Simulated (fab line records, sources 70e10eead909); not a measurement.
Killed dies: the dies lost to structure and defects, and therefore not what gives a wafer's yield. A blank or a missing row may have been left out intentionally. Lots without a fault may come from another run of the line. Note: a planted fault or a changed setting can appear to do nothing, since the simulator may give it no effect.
Chamber matching -- flow nand harc -- NHARC_A_CHANNEL_FILL_D1_ETCHBACK_20 on rie diel-01: 4 sister chambers
The step etches the open film in C4F8/O2/Ar, target depth 27 nm, time 13.5 s. 8 wafers are shown with their chamber, then 7 later ones without.

## EACH WAFER AND ITS CHAMBER
wafer,chamber,rf vpp V (V),oes product au (a.u.)
L079.2,2,976,0.96
L079.5,0,971,0.95
L083.6,2,976,0.93
L082.2,1,982,0.99
L082.3,3,986,1.02
L082.5,1,983,1.00
L085.1,3,986,1.02
L085.2,0,973,1.00

## WAFERS WITHOUT THEIR CHAMBER
wafer,rf vpp V (V),oes product au (a.u.)
L085.6,982,1.00
L087.1,988,1.03
L087.3,976,1.01
L087.5,974,1.02
L097.2,987,0.96
L097.4,983,0.98
L097.5,982,0.98

## WHICH CHAMBER EACH WENT THROUGH
wafer,from the rows above,in truth
L085.6,1,1
L087.1,3,3
L087.3,2,2
L087.5,can't be placed: 0 or 2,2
L097.2,3,3
L097.4,1,1
L097.5,1,1
Correctly placed: 6 of 7. Cannot be placed on the basis of these rows: 1; the candidates contain the true chamber in 1. Number placed wrongly: 0.
How it was worked out, from the rows above alone: a wafer's distance from a chamber is the root of the sum, over the readings, of the square of ((its reading less the chamber's mean) divided by the reading's scatter). If the next closest chamber is less than 2 further off than the closest, the wafer can't be placed; otherwise it belongs to the closest. For every chamber, the mean is computed from those of its wafers that are shown. The scatter: take each reading less its chamber's mean, square it, sum over the shown wafers, divide by the number of wafers less the number of chambers, and take the root.
